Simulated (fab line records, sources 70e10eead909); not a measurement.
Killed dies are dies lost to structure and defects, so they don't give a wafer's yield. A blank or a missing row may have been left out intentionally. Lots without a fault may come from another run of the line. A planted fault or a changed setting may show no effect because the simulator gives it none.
Which tool was responsible? + flow nand_harc + 11 lots with 33 wafers sampled at 6 steps, on a route of 1159 steps

## WHAT THE GAUGES READ, wafer by wafer
NHARC_P_STI_CD_MEAS_16.
| lot  | measured    | on        | cd_nm (nm)  |
|------|-------------|-----------|-------------|
| L852 | day 2 15:43 | cd_sem-01 | 194 196 197 |
| L853 | day 2 15:53 | cd_sem-02 | 203 202 201 |
| L854 | day 2 23:55 | cd_sem-03 | 197 201 200 |
| L857 | day 3 17:37 | cd_sem-01 | 201 195 198 |
| L861 | day 4 17:41 | cd_sem-02 | 199 208 202 |
| L862 | day 4 23:16 | cd_sem-01 | 197 199 196 |
| L865 | day 5 19:08 | cd_sem-02 | 196 198 198 |
| L866 | day 5 23:47 | cd_sem-01 | 200 196 196 |
| L872 | day 7 08:03 | cd_sem-01 | 208 207 207 |
| L873 | day 7 19:19 | cd_sem-01 | 200 199 197 |
| L875 | day 8 05:23 | cd_sem-03 | 196 199 199 |

NHARC_P_GATE_CD_MEAS_26: target cd 120 nm.
| lot  | measured     | on        | cd_nm (nm)                          |
|------|--------------|-----------|-------------------------------------|
| L852 | day 4 21:57  | cd_sem-02 | 120.2 119.6 120.3                   |
| L853 | day 4 22:44  | cd_sem-02 | 119.7 121.1 120.1                   |
| L854 | day 5 02:26  | cd_sem-01 | 119.9 119.4 120.1                   |
| L857 | day 5 18:55  | cd_sem-01 | 119.9 120.7 120.2                   |
| L861 | day 6 23:35  | cd_sem-01 | 129.6 129.0 130.3 129.6 129.1 129.8 |
| L862 | day 7 03:39  | cd_sem-03 | 130.1 129.7 130.6 130.3 130.3 130.3 |
| L865 | day 7 19:35  | cd_sem-03 | 119.7 119.5 120.2                   |
| L866 | day 8 02:52  | cd_sem-02 | 120.0 120.1 120.6                   |
| L872 | day 9 09:28  | cd_sem-02 | 119.7 119.4 120.5                   |
| L873 | day 10 03:56 | cd_sem-02 | 120.4 119.6 120.3                   |
| L875 | day 10 13:14 | cd_sem-01 | 119.9 119.4 119.5                   |

NHARC_END_SORT_01.
| lot  | measured     | on        | killed_at_array | killed_at_other | killed_at_periphery | killed_dies | killed_open | killed_short |
|------|--------------|-----------|-----------------|-----------------|---------------------|-------------|-------------|--------------|
| L852 | day 19 23:25 | prober-01 | 23 29 14        | 0 0 0           | 3 1 1               | 26 30 15    | 4 4 1       | 0 2 1        |
| L853 | day 20 02:55 | prober-02 | 25 34 24        | 0 2 0           | 6 1 2               | 31 37 26    | 5 2 4       | 0 5 1        |
| L854 | day 20 07:10 | prober-01 | 13 17 16        | 1 0 0           | 1 1 3               | 15 18 19    | 1 6 5       | 3 2 3        |
| L857 | day 19 19:08 | prober-02 | 16 9 13         | 0 0 0           | 5 5 3               | 21 14 16    | 1 3 1       | 3 2 3        |
| L861 | day 22 21:49 | prober-01 | 28 28 34        | 0 0 0           | 5 7 7               | 33 35 41    | 5 1 6       | 4 2 0        |
| L862 | day 23 02:48 | prober-02 | 37 26 34        | 1 0 0           | 8 4 8               | 46 30 42    | 4 5 8       | 1 4 6        |
| L865 | day 22 04:44 | prober-01 | 29 22 26        | 4 0 1           | 1 2 4               | 34 24 31    | 1 2 4       | 4 0 1        |
| L866 | day 22 11:36 | prober-01 | 30 37 29        | 5 3 5           | 2 3 4               | 37 43 38    | 4 5 4       | 2 2 2        |
| L872 | day 23 21:20 | prober-02 | 31 36 39        | 1 0 0           | 4 4 5               | 36 40 44    | 4 2 7       | 2 3 4        |
| L873 | day 24 16:04 | prober-01 | 31 15 21        | 0 0 0           | 2 2 1               | 33 17 22    | 4 3 1       | 3 0 4        |
| L875 | day 24 22:17 | prober-02 | 15 25 16        | 0 1 1           | 3 3 1               | 18 29 18    | 2 3 2       | 2 0 1        |

## WHAT TOOL EACH LOT RAN ON (gives the tool, then ch and the chambers of the sampled wafers, and finally the start)
| lot  | NHARC_P_STI_ETCH_42               | NHARC_P_GATE_PEB_24               | NHARC_P_GATE_STRIP_101             |
|------|-----------------------------------|-----------------------------------|------------------------------------|
| L852 | rie_diel-12 ch 1,2,3, day 2 15:23 | litho_track-06 ch 0, day 4 21:52  | rie_diel-11 ch 1,2, day 5 09:07    |
| L853 | rie_diel-09 ch 1,2,3, day 2 15:31 | litho_track-06 ch 0, day 4 22:39  | rie_diel-11 ch 1,2,3, day 5 10:00  |
| L854 | rie_diel-10 ch 0,1,2, day 2 23:34 | litho_track-04 ch 0, day 5 02:21  | rie_diel-11 ch 0,1,2, day 5 13:32  |
| L857 | rie_diel-09 ch 0,1,3, day 3 17:16 | litho_track-04 ch 0, day 5 18:50  | rie_diel-11 ch 1,2,3, day 6 05:57  |
| L861 | rie_diel-10 ch 1,2,3, day 4 17:20 | litho_track-01 ch 0, day 6 23:31  | rie_diel-05 ch 0,1,2, day 8 12:33  |
| L862 | rie_diel-12 ch 0,1,3, day 4 22:53 | litho_track-01 ch 0, day 7 03:34  | rie_diel-05 ch 0,1,3, day 8 02:40  |
| L865 | rie_diel-12 ch 0,2,3, day 5 18:47 | litho_track-06 ch 0, day 7 19:31  | rie_diel-11 ch 0,2,3, day 8 06:38  |
| L866 | rie_diel-10 ch 0,1, day 5 23:25   | litho_track-06 ch 0, day 8 02:47  | rie_diel-06 ch 0,1,2, day 8 14:01  |
| L872 | rie_diel-09 ch 1,2, day 7 07:41   | litho_track-06 ch 0, day 9 09:23  | rie_diel-11 ch 0,2, day 9 20:34    |
| L873 | rie_diel-10 ch 2,3, day 7 18:58   | litho_track-04 ch 0, day 10 03:51 | rie_diel-11 ch 0,1, day 10 14:50   |
| L875 | rie_diel-12 ch 0,1,3, day 8 05:02 | litho_track-04 ch 0, day 10 13:09 | rie_diel-05 ch 0,2,3, day 11 00:20 |
- NHARC_P_STI_ETCH_42: etches the open film in N2/H2, target depth 80 nm, overetch 24 nm, time 61 s.
- NHARC_P_GATE_PEB_24: peb time 65 s.
- NHARC_P_GATE_STRIP_101: strips in O2, time 20 s.

## AS READ BY THE TOOLS THEMSELVES (means over the sampled wafers that have a number; for cases with no such wafer, the mark the record gives instead)
NHARC_P_STI_ETCH_42.
| lot  | tool        | drypump_motor_current_A (A) | oes_product_au (a.u.) | rf_vpp_V (V) | showerhead_plenum_p_Torr (Torr) | throttle_valve_pct (%) |
|------|-------------|-----------------------------|-----------------------|--------------|---------------------------------|------------------------|
| L852 | rie_diel-12 | 5.3                         | 1.002                 | 431.2        | 2.08                            | 14.177                 |
| L853 | rie_diel-09 | 5.7                         | 1.005                 | 432.3        | 2.10                            | 14.166                 |
| L854 | rie_diel-10 | 5.5                         | 1.001                 | 429.8        | 2.02                            | 14.173                 |
| L857 | rie_diel-09 | 6.0                         | 0.992                 | 430.4        | 2.03                            | 14.178                 |
| L861 | rie_diel-10 | 5.1                         | 0.980                 | 432.5        | 2.09                            | 14.161                 |
| L862 | rie_diel-12 | 5.6                         | 0.999                 | 429.9        | 2.01                            | 14.162                 |
| L865 | rie_diel-12 | 5.4                         | 1.001                 | 429.9        | 2.06                            | 14.170                 |
| L866 | rie_diel-10 | 5.7                         | 0.999                 | 429.4        | 2.00                            | 14.166                 |
| L872 | rie_diel-09 | 5.8                         | 0.997                 | 433.5        | 2.16                            | 14.168                 |
| L873 | rie_diel-10 | 5.0                         | 0.986                 | 432.7        | 2.12                            | 14.167                 |
| L875 | rie_diel-12 | 5.6                         | 1.005                 | 430.2        | 2.01                            | 14.171                 |

NHARC_P_GATE_PEB_24.
| lot  | tool           | heater_power_total_W (W) | plate_temp_C (C) | resist_line_temp_C (C) |
|------|----------------|--------------------------|------------------|------------------------|
| L852 | litho_track-06 | 156.9                    | 99.96            | 23.01                  |
| L853 | litho_track-06 | 156.3                    | 99.96            | 23.07                  |
| L854 | litho_track-04 | 157.0                    | 100.00           | 22.99                  |
| L857 | litho_track-04 | 156.8                    | 100.22           | 22.90                  |
| L861 | litho_track-01 | 150.4                    | 97.14            | 22.96                  |
| L862 | litho_track-01 | 150.4                    | 96.96            | 23.03                  |
| L865 | litho_track-06 | 156.8                    | 100.04           | 23.06                  |
| L866 | litho_track-06 | 156.5                    | 99.97            | 23.02                  |
| L872 | litho_track-06 | 156.7                    | 100.04           | 22.94                  |
| L873 | litho_track-04 | 156.9                    | 99.94            | 23.05                  |
| L875 | litho_track-04 | 156.7                    | 99.95            | 23.08                  |

NHARC_P_GATE_STRIP_101.
| lot  | tool        | drypump_motor_current_A (A) | oes_product_au (a.u.) | rf_vpp_V (V) | showerhead_plenum_p_Torr (Torr) | throttle_valve_pct (%) |
|------|-------------|-----------------------------|-----------------------|--------------|---------------------------------|------------------------|
| L852 | rie_diel-11 | 5.6                         | 0.985                 | 57.8         | 3.47                            | 17.038                 |
| L853 | rie_diel-11 | 5.4                         | 0.991                 | 56.7         | 3.45                            | 17.031                 |
| L854 | rie_diel-11 | 5.5                         | 1.000                 | 57.5         | 3.42                            | 17.042                 |
| L857 | rie_diel-11 | 5.4                         | 0.999                 | 58.0         | 3.44                            | 17.030                 |
| L861 | rie_diel-05 | 5.6                         | 1.003                 | 57.8         | 3.55                            | 17.039                 |
| L862 | rie_diel-05 | 5.5                         | 1.007                 | 57.7         | 3.39                            | 17.034                 |
| L865 | rie_diel-11 | 5.3                         | 1.011                 | 57.9         | 3.39                            | 17.041                 |
| L866 | rie_diel-06 | 5.9                         | 0.996                 | 58.0         | 3.43                            | 17.041                 |
| L872 | rie_diel-11 | 5.5                         | 1.012                 | 57.4         | 3.36                            | 17.033                 |
| L873 | rie_diel-11 | 5.7                         | 1.010                 | 57.8         | 3.34                            | 17.042                 |
| L875 | rie_diel-05 | 5.6                         | 0.989                 | 58.2         | 3.63                            | 17.033                 |

## THE ANSWER, worked out from the rows above alone
Rule: usual is defined by the lots themselves. Put in order of their means at a reading, lots are off if they are a third of the lots or fewer, leave a main group of 4 or more, and stand apart from it by a gap of 3 or more times the standard deviation of the main group's means; of several such gaps the widest counts. If all means in a main group match to the digits the tables above print for the reading, that group is not used. Also off: a lot with no number at a reading for which 4 or more lots have one. All remaining lots with rows at the step are treated as sound. First the gauges in route order, then the tools' own readings, where a lot's mean is used as printed above. At the first step where some lot is off, the reading lying furthest off is the one used; lots without a number count as furthest.
Off: L861, L862, at NHARC_P_GATE_CD_MEAS_26 (cd_nm). Main group: mean 120.0 nm, sd 0.23.
If a tool, at a process step before that reading, ran all the lots that are off and no sound lot after the first of them, it fits. Not tried: the gauges at NHARC_P_GATE_CD_MEAS_26; whatever is off there is also off at NHARC_P_GATE_PEB_24, on other tools, and gauge error can't account for it. One fits: NHARC_P_GATE_PEB_24 on litho_track-01. It ran no sound lot before its first lot that is off in this sample, so the start can't be narrowed down.
The tool's own readings at NHARC_P_GATE_PEB_24 bear it out: on the lots that are off they differ by more than 5 times the standard deviation of the sound lots' means. heater_power_total_W reads 150.4 W there against 156.7 W on the sound lots; plate_temp_C reads 97.05 C there against 100.01 C on the sound lots.

## WHAT THE SIMULATOR PUT IN
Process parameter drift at NHARC_P_GATE_PEB_24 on litho_track-01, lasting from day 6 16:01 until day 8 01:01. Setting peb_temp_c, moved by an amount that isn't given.
Shown lots that were struck: L861, L862. The rule above reached the same finding.
